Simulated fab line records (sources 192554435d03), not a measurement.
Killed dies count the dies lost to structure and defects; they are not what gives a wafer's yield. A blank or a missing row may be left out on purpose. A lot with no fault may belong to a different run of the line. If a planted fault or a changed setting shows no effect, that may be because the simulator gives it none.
A single fault, viewed from 2 desks | flow n5-finfet | numbers are kept per desk, each desk with only its own; the story behind them comes last

== AT THE METROLOGY DESK ==
Means of the sampled wafers that have a number, per lot and without regard to the tool the lot ran on: this is what the gauges read. A lot is out of limits, marked OUT, if its mean lies more than 4 standard deviations from the usual mean; the brackets give that distance. Shown are 7 of the 15 readings it has, namely the first that went out of limits plus those furthest out on some lot.
Columns: A = CJ_N at N5_BEOL_M4_RC_MEAS_101, usual 4.38; B = CJ_P at N5_BEOL_M4_RC_MEAS_101, usual 5.85; C = ION_N at N5_BEOL_M4_RC_MEAS_101, usual 672 uA/um; D = ION_P at N5_BEOL_M4_RC_MEAS_101, usual 461 uA/um; E = RS_NWELL at N5_BEOL_M4_RC_MEAS_101, usual 1038 ohm/sq; F = RS_PWELL at N5_BEOL_M4_RC_MEAS_101, usual 3018 ohm/sq; G = VT_P at N5_BEOL_M4_RC_MEAS_101, usual -251 mV
lot  | first seen here | A    | B    | C   | D   | E    | F               | G
L404 | day 1 17:14     | 4.36 | 6.04 | 675 | 459 | 1039 | 3013            | -253
L405 | day 1 23:03     | 4.42 | 5.97 | 674 | 469 | 1047 | 3020            | -247
L408 | day 2 17:10     | 4.34 | 6.00 | 675 | 466 | 1038 | 2994            | -247
L412 | day 3 17:52     | 4.70 | 5.30 | 656 | 458 | 1050 | 3093            | -252
L415 | day 4 12:01     | 4.53 | 5.22 | 675 | 460 | 1051 | 3106 (+4.2) OUT | -250
L419 | day 5 11:40     | 4.42 | 5.96 | 689 | 475 | 1038 | 3023            | -245
L422 | day 6 05:09     | 4.28 | 5.78 | 672 | 459 | 1031 | 2987            | -253
L423 | day 6 11:19     | 4.37 | 5.87 | 671 | 460 | 1044 | 3001            | -247
L425 | day 6 23:40     | 4.47 | 5.78 | 671 | 460 | 1048 | 3039            | -254
Finding of this desk: L415 out of limits, first seen on L415 at day 10 22:46 (RS_PWELL at N5_BEOL_M4_RC_MEAS_101). L404, L405, L408, L412, L419, L422, L423, L425 stayed within limits.

== FOR THE TOOL OWNER'S DESK: epi-rpcvd-03 ==
The tool's own readings at N5_WELL_APT_EPI_41 (deposits Si from SiH4/H2, target thk 50 nm, time 297.7 s): means of the sampled wafers that have a number, for each lot that ran on this tool. A lot is out of limits, marked OUT, if its mean lies more than 4 standard deviations from the usual mean; the brackets give that distance.
Columns: A = run-length-s at N5_WELL_APT_EPI_41, usual 358 s; B = throttle-valve-pct at N5_WELL_APT_EPI_41, usual 11.09 %
lot  | first seen here | A              | B
L404 | day 1 16:14     | 355            | 11.26
L405 | day 1 22:09     | 355            | 11.13
L412 | day 3 16:57     | 340 (-5.4) OUT | 11.29
L415 | day 4 10:43     | 347            | 11.34
This desk finds L412 out of limits, L412 being first, at day 3 16:57 (run-length-s at N5_WELL_APT_EPI_41). L404, L405, L415 stayed within limits.

== ALL TOGETHER ==
The tool owner's desk had the chance to raise an alarm at day 3 16:57 on L412.
Metrology desk: alarm possible at day 10 22:46 on L415.
The metrology desk has L412 on record, within its limits.
Tool owner's desk: L415 on record, inside its limits.
The lots listed all ran N5_WELL_APT_EPI_41 on epi-rpcvd-03.

== WHAT WAS PUT IN BY THE SIMULATOR ==
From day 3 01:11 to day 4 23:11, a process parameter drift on epi-rpcvd-03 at N5_WELL_APT_EPI_41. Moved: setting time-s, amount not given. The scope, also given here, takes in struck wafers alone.
Shown lots that were struck: L412, L415.
Delay (hours) between the fault's onset and each desk's first out-of-limits reading: 16 at the tool owner's desk, 190 at the metrology desk.
